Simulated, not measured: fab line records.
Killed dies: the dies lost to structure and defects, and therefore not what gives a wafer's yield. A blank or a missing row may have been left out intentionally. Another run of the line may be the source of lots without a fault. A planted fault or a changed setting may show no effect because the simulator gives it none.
Which of the tools did it? || flow n5-finfet || at 1 step of a route of 1938, 9 lots with 26 wafers sampled

WHAT EACH GAUGE READ, for each wafer
N5_BEOL_M6_OVL_MEAS_12.
{"lot": "L679", "measured": "day 9 01:43", "on": "overlay-01", "M6_OVL (nm)": "1.2 0.7 -0.2"}
{"lot": "L680", "measured": "day 9 11:14", "on": "overlay-01", "M6_OVL (nm)": "0.6 0.1 0.2"}
{"lot": "L683", "measured": "day 10 16:58", "on": "overlay-02", "M6_OVL (nm)": "0.3 -0.5 0.4"}
{"lot": "L688", "measured": "day 11 09:56", "on": "overlay-01", "M6_OVL (nm)": "0.9 0.1 -0.3"}
{"lot": "L692", "measured": "day 12 07:51", "on": "overlay-02", "M6_OVL (nm)": "0.6 1.0 0.7"}
{"lot": "L695", "measured": "day 12 21:38", "on": "overlay-01", "M6_OVL (nm)": "-0.3 0.5 0.9"}
{"lot": "L697", "measured": "day 13 14:21", "on": "overlay-02", "M6_OVL (nm)": "1.1 1.1 2.1"}
{"lot": "L699", "measured": "day 14 11:05", "on": "overlay-01", "M6_OVL (nm)": "0.6 0.6 1.0"}
{"lot": "L702", "measured": "day 14 20:55", "on": "overlay-02", "M6_OVL (nm)": "-0.1 -0.2"}

WHAT TOOL EACH LOT RAN ON (gives the tool, then ch and the chambers of the sampled wafers, and finally the start)
The record holds no process step before these readings.

THE ANSWER, worked out from the rows above alone
Rule: the lots themselves supply what counts as usual. The widest of any qualifying gaps counts: lots, ordered by their means at a reading, are off when they make up no more than a third of the lots, leave a main group of 4 or more, and stand apart from it by 3 or more times the standard deviation of that group's means. A main group whose means are all the same, to the digits that the tables above print for the reading, isn't used. A lot without any number at a reading at which 4 lots or more have one is off too. All remaining lots with rows at the step are treated as sound.
No lot is off at any reading shown: from this, nothing can be told.

WHAT WAS PUT IN BY THE SIMULATOR
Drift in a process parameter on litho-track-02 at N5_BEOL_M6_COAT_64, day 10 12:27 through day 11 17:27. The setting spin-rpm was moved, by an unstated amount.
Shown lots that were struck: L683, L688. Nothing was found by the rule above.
